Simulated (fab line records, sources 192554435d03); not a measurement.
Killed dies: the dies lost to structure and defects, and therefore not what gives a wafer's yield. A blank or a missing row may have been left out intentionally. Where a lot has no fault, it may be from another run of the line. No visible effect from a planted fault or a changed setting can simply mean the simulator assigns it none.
Which tool is to blame? || flow n5_finfet || 36 wafers from 12 lots sampled at 3 of the route's 1938 steps

WHAT EACH GAUGE READ, for each wafer
N5_BEOL_M3_CD_MEAS_35: target cd 18 nm, target cd y 21 nm.
{"lot": "L075", "measured": "day 8 09:22", "on": "cd_sem-03", "cd_nm (nm)": "18.11 17.74 17.97"}
{"lot": "L078", "measured": "day 8 20:38", "on": "cd_sem-03", "cd_nm (nm)": "17.85 17.81 18.49"}
{"lot": "L079", "measured": "day 8 20:43", "on": "cd_sem-03", "cd_nm (nm)": "18.05 18.14 18.28"}
{"lot": "L081", "measured": "day 9 09:46", "on": "cd_sem-01", "cd_nm (nm)": "18.00 17.85 17.34"}
{"lot": "L082", "measured": "day 10 04:58", "on": "cd_sem-02", "cd_nm (nm)": "18.03 18.10 17.56"}
{"lot": "L085", "measured": "day 10 19:55", "on": "cd_sem-03", "cd_nm (nm)": "18.31 17.91 18.00"}
{"lot": "L087", "measured": "day 11 06:43", "on": "cd_sem-03", "cd_nm (nm)": "17.94 18.30 18.31"}
{"lot": "L088", "measured": "day 11 10:13", "on": "cd_sem-02", "cd_nm (nm)": "18.08 18.00 18.06"}
{"lot": "L092", "measured": "day 11 20:07", "on": "cd_sem-02", "cd_nm (nm)": "17.42 18.21 17.90"}
{"lot": "L093", "measured": "day 12 19:35", "on": "cd_sem-03", "cd_nm (nm)": "17.78 17.73 17.39"}
{"lot": "L095", "measured": "day 12 23:01", "on": "cd_sem-01", "cd_nm (nm)": "18.19 18.07 18.29"}
{"lot": "L097", "measured": "day 13 19:02", "on": "cd_sem-03", "cd_nm (nm)": "17.94 17.76 17.88"}

EACH LOT AND THE TOOL THAT RAN IT (in order: tool; ch and the chambers of the sampled wafers; start)
{"lot": "L075", "N5_BEOL_M2_ETCH_77": "rie_diel-01 ch 1,2,3, day 7 10:40", "N5_BEOL_M3_STRIP_19": "rie_diel-02 ch 1,2, day 7 21:01"}
{"lot": "L078", "N5_BEOL_M2_ETCH_77": "rie_diel-04 ch 2,3, day 7 15:41", "N5_BEOL_M3_STRIP_19": "rie_diel-06 ch 0,1,2, day 8 07:14"}
{"lot": "L079", "N5_BEOL_M2_ETCH_77": "rie_diel-01 ch 0,1,3, day 7 21:18", "N5_BEOL_M3_STRIP_19": "rie_diel-02 ch 0,1,2, day 8 08:22"}
{"lot": "L081", "N5_BEOL_M2_ETCH_77": "rie_diel-01 ch 0,1,3, day 8 14:52", "N5_BEOL_M3_STRIP_19": "rie_diel-05 ch 0,2,3, day 9 01:22"}
{"lot": "L082", "N5_BEOL_M2_ETCH_77": "rie_diel-03 ch 2,3, day 9 01:53", "N5_BEOL_M3_STRIP_19": "rie_diel-06 ch 0,1,3, day 9 15:57"}
{"lot": "L085", "N5_BEOL_M2_ETCH_77": "rie_diel-03 ch 0,2, day 9 10:42", "N5_BEOL_M3_STRIP_19": "rie_diel-05 ch 0,1,3, day 10 15:47"}
{"lot": "L087", "N5_BEOL_M2_ETCH_77": "rie_diel-03 ch 0,1, day 9 23:58", "N5_BEOL_M3_STRIP_19": "rie_diel-06 ch 0,2,3, day 11 00:34"}
{"lot": "L088", "N5_BEOL_M2_ETCH_77": "rie_diel-03 ch 1,2, day 10 16:39", "N5_BEOL_M3_STRIP_19": "rie_diel-06 ch 1,2, day 11 04:17"}
{"lot": "L092", "N5_BEOL_M2_ETCH_77": "rie_diel-01 ch 0,2,3, day 11 01:30", "N5_BEOL_M3_STRIP_19": "rie_diel-02 ch 0,2,3, day 11 18:16"}
{"lot": "L093", "N5_BEOL_M2_ETCH_77": "rie_diel-04 ch 1,3, day 11 14:49", "N5_BEOL_M3_STRIP_19": "rie_diel-02 ch 1,3, day 12 02:23"}
{"lot": "L095", "N5_BEOL_M2_ETCH_77": "rie_diel-01 ch 0,3, day 11 18:21", "N5_BEOL_M3_STRIP_19": "rie_diel-05 ch 0,1, day 12 11:47"}
{"lot": "L097", "N5_BEOL_M2_ETCH_77": "rie_diel-01 ch 0,1, day 13 02:36", "N5_BEOL_M3_STRIP_19": "rie_diel-06 ch 1,2, day 13 17:04"}
- N5_BEOL_M2_ETCH_77: etches underlayer in N2/H2, target depth 6.5 nm, time 5.2 s.
- N5_BEOL_M3_STRIP_19: strips in O2.

THE ANSWER, worked out from the rows above alone
Rule: usual is defined by the lots themselves. The widest of any qualifying gaps counts: lots, ordered by their means at a reading, are off when they make up no more than a third of the lots, leave a main group of 4 or more, and stand apart from it by 3 or more times the standard deviation of that group's means. A main group whose means are all the same, to the digits that the tables above print for the reading, isn't used. A lot without any number at a reading at which 4 lots or more have one is off too. Any other lot the step has rows for is counted as sound.
Across all readings shown, no lot is off: no conclusion can be drawn from this.

WHAT HAD BEEN PUT IN BY THE SIMULATOR
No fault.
